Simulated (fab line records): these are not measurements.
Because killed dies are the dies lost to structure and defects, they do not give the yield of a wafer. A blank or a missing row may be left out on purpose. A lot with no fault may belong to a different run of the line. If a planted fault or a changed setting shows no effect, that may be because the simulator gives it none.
Comparing a struck lot with a sound one ; flow nandHarc ; 21 out of 1159 route steps
Sound: wafers L512.1, L512.5, L512.6. Wafers struck: L518.1, L518.4, L518.6. At the end, the cause is stated.
Per side, at each step with rows, come the tool, then ch with its chambers, and then its first start. Under that, the readings that differ: sound wafers ; struck wafers ; difference of the means ; sigmas: that difference in standard deviations of wafers without a fault.
alike: same words and numbers on both sides, and readings whose means sit less than 2 such deviations apart. not compared: any withheld reading, any reading some wafer has no value for, any bound like >300 that may hide the same value, and any number with overlapping values for which the record gives no deviation.
A row with sigmas, a row that says differs or no value, or rows on one side alone: a step with any of these is where the two part. Numbers that don't overlap but have no deviation are shown without sigmas and don't part them. Lack of a reading on every wafer of one side parts them only where that side has two or more wafers.

NHARC_A_CONTACT_CMP_20: polishes, t overpolish 30 s, target thk 300 nm.
  sound on cmp-01 ch 0,3, day 20 12:43; struck on cmp-04 ch 0,3, day 22 18:59
  alike: motorCurrentA, overpolishRunS, timeToEndpointS
then, 1 step without rows for these wafers: NHARC_A_CONTACT_SRD_22.
NHARC_A_CONTACT_INSPECT_23:
  sound on defectInspect-02, day 20 13:06; struck on defectInspect-01, day 22 19:23
  alike: rawDefectCount
then, 8 steps without rows for these wafers: NHARC_A_BLC_DEHYDRATE_00 (time 120 s); NHARC_A_BLC_HMDS_01 (time 30 s); NHARC_A_BLC_COAT_02 (time 75 s); NHARC_A_BLC_COAT_03 (time 65 s); NHARC_A_BLC_COAT_04 (resist thk 90 nm); NHARC_A_BLC_SOFTBAKE_05 (time 55 s); NHARC_A_BLC_EBR_06; NHARC_A_BLC_EXPOSE_07 (exposes mask A BLC, target cd 100 nm).
NHARC_A_BLC_PEB_08: peb time 65 s.
  sound on lithoTrack-04 ch 0, day 20 13:24; struck on lithoTrack-06 ch 0, day 22 19:48
reading;sound;struck;difference;sigmas
heaterPowerTotalW (W);157.1 156.9 156.7;155.0 154.5 154.9;-2.1;-5
plateTempC (C);100.09 100.04 99.92;99.32 99.32 99.15;-0.75;-6
  alike: exhaustPa, resistLineTempC
then, 1 step without rows for these wafers: NHARC_A_BLC_DEVELOP_09 (develop time 35 s).
NHARC_A_BLC_CD_MEAS_10: target cd 100 nm.
  sound on cdSem-03 ch 0, day 20 13:29; struck on cdSem-03 ch 0, day 22 19:53
reading;sound;struck;difference;sigmas
cdNm (nm);99.6 100.0 100.2;96.5 95.4 96.4;-3.8;-5
NHARC_A_BLC_OVL_MEAS_11:
  sound on overlay-02, day 20 13:34; struck on overlay-01, day 22 19:58
  alike: overlayXNm, overlayYNm
NHARC_A_BLC_INSPECT_12:
  sound on defectInspect-01, day 20 13:36; struck on defectInspect-02, day 22 20:01
reading;sound;struck;difference;sigmas
rawDefectCount;17 12 21;61 64 67;+47;+3
NHARC_A_BLC_DESCUM_15: chemistry O2, time 3 s.
  sound on rieDiel-01 ch 1,2,3, day 20 13:41; struck on rieDiel-04 ch 1,2,3, day 22 20:04
reading;sound;struck;difference;sigmas
model.A_BLC.cdNm (nm);100.2 99.53 100.2;96.61 94.54 95.85;-4.31;
  alike: drypumpMotorCurrentA, oesProductAu, rfVppV, showerheadPlenumPTorr, throttleValvePct
  not compared: rfHoursCounterH
NHARC_A_BLC_ETCH_16: etches the open film in CF4, target depth 39 nm, time 65 s.
  sound on rieDiel-01 ch 1,2,3, day 20 13:46; struck on rieDiel-04 ch 1,2,3, day 22 20:10
  alike: drypumpMotorCurrentA, oesProductAu, rfVppV, showerheadPlenumPTorr, throttleValvePct
  not compared: rfHoursCounterH
NHARC_A_BLC_ETCH_17: etches the open film in N2/H2, target depth 390 nm, time 609.38 s.
  sound: rieDiel-01 ch 2,3; struck: rieDiel-04 ch 1,2,3
  alike: drypumpMotorCurrentA, oesProductAu, rfVppV, showerheadPlenumPTorr, throttleValvePct
  not compared: rfHoursCounterH, model.A_BLC.cdNm
NHARC_A_BLC_ETCH_18: etches the open film in C4F8/O2/Ar, target depth 910 nm.
  sound: rieDiel-01 ch 0,3; struck: rieDiel-04 ch 0,2
  alike: oesProductAu, rfVppV
  not compared: rfHoursCounterH
-- record jumps: 4 days between struck wafers' starts before vs after; left off in module A_BLC, resumes in module END, first step shown is number 1159 of the route --
NHARC_END_SORT_01:
  sound on prober-02 ch 0, day 25 10:52; struck on prober-01 ch 0, day 26 10:19
reading;sound;struck;difference;sigmas
killedAtArray;21 18 22;50 49 57;+32;+3
killedDies;21 22 24;54 51 62;+33;+3
  alike: killedAtOther, killedAtPeriphery, killedOpen, killedShort

== WHERE THEY PART ==
First at NHARC_A_BLC_PEB_08; last, within this record, at NHARC_END_SORT_01.

WHY: what had been put in by the simulator
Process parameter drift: lithoTrack-06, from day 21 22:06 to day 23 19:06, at NHARC_A_BLC_PEB_08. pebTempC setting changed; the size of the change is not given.
